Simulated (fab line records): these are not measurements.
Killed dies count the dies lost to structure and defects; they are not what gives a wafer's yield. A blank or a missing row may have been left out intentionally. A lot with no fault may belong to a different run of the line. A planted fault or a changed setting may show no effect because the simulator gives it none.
A struck lot beside a sound one || flow nand_harc || 14 out of 1159 route steps
Sound: wafers L383.1, L383.4, L383.6. Struck: wafer L392.2 (L392.1, L392.4, from the same lot, were not struck and are left out); the cause is given at the end.
At each step with rows: each side's tool, then ch and its chambers, then its first start. Under that, the readings that differ: sound wafers || struck wafers || difference of the means || sigmas: that difference in standard deviations of wafers without a fault.
alike: words and numbers the same on both sides, and readings whose means are apart by under 2 such deviations; not compared: readings that were withheld, readings missing a value for some wafer, numbers with overlapping values and no deviation given by the record, and bounds like >300 which may hide the same value.
The two part at a step that has a row with sigmas, a row that says differs or no value, or rows on one side only. Numbers that don't overlap but have no deviation are shown without sigmas and don't part them. A reading missing from all wafers of one side parts the sides only when that side holds two or more wafers.

first, 6 steps without rows for these wafers: NHARC_A_CONTACT_COAT_36 (resist thk 90 nm); NHARC_A_CONTACT_SOFTBAKE_37 (time 55 s); NHARC_A_CONTACT_EBR_38; NHARC_A_CONTACT_EXPOSE_39 (exposes mask A CC 3); NHARC_A_CONTACT_PEB_40 (peb time 65 s); NHARC_A_CONTACT_DEVELOP_41 (develop time 35 s).
NHARC_A_CONTACT_CD_MEAS_42 targets a cd of 200 nm.
  sound on cd_sem-02 ch 0, day 19 03:43; struck on cd_sem-01 ch 0, day 20 19:37
  alike: cd_nm
NHARC_A_CONTACT_OVL_MEAS_43:
  struck on overlay-01, day 20 19:42; sound on overlay-01, day 19 03:48
{"reading": "overlay_x_nm (nm)", "sound": "-1.1 -0.8 -1.2", "struck": 0.9, "difference": "+1.9", "sigmas": "+2"}
  alike: overlay_y_nm
NHARC_A_CONTACT_INSPECT_44:
  struck on defect_inspect-02, day 20 19:44; sound on defect_inspect-01, day 19 03:50
  alike: raw_defect_count
NHARC_A_CONTACT_DESCUM_47: chemistry O2, time 3 s.
  sound on rie_diel-13 ch 1,2,3, day 19 03:55; struck on rie_diel-03 ch 0, day 20 19:49
{"reading": "rf_vpp_V (V)", "sound": "56.7 58.7 59.5", "struck": 56.2, "difference": -2.1, "sigmas": -2}
  alike: drypump_motor_current_A, oes_product_au, showerhead_plenum_p_Torr, throttle_valve_pct
  not compared: rf_hours_counter_h
NHARC_A_CONTACT_ETCH_48: etches the open film in CF4, target depth 39 nm, time 65 s.
  sound on rie_diel-13 ch 0,2, day 19 03:59; struck on rie_diel-03 ch 2, day 20 19:53
  alike: drypump_motor_current_A, oes_product_au, rf_vpp_V, run_length_s, showerhead_plenum_p_Torr, throttle_valve_pct
  not compared: rf_hours_counter_h
NHARC_A_CONTACT_ETCH_49: etches the open film in N2/H2, target depth 260 nm, time 475.3 s.
  sound on rie_diel-13 ch 0,2,3; struck on rie_diel-03 ch 1
  alike: drypump_motor_current_A, oes_product_au, rf_vpp_V, run_length_s, showerhead_plenum_p_Torr, throttle_valve_pct
  not compared: rf_hours_counter_h
NHARC_A_CONTACT_ETCH_50: etches the open film in CF4/CHF3, target depth 84.7 nm, time 42.4 s.
  sound on rie_diel-13 ch 0,1, day 19 04:25; struck on rie_diel-03 ch 3, day 20 20:20
{"reading": "run_length_s (s)", "sound": "63.0 63.8 64.1", "struck": 57.2, "difference": -6.4, "sigmas": -16}
  alike: drypump_motor_current_A, oes_product_au, rf_vpp_V, showerhead_plenum_p_Torr, throttle_valve_pct
  not compared: rf_hours_counter_h
NHARC_A_CONTACT_ETCH_51: etches the open film in O2/COS, target depth 3600 nm, time 936 s.
  sound on rie_diel-13 ch 0,1,2; struck on rie_diel-03 ch 0
  alike: drypump_motor_current_A, oes_product_au, rf_vpp_V, run_length_s, showerhead_plenum_p_Torr, throttle_valve_pct
  not compared: rf_hours_counter_h

## WHERE THEY PART
First at NHARC_A_CONTACT_OVL_MEAS_43; last, within this record, at NHARC_A_CONTACT_ETCH_50. Later steps at which nothing parts them and some readings are alike: NHARC_A_CONTACT_ETCH_51.

WHY: whatever the simulator had introduced
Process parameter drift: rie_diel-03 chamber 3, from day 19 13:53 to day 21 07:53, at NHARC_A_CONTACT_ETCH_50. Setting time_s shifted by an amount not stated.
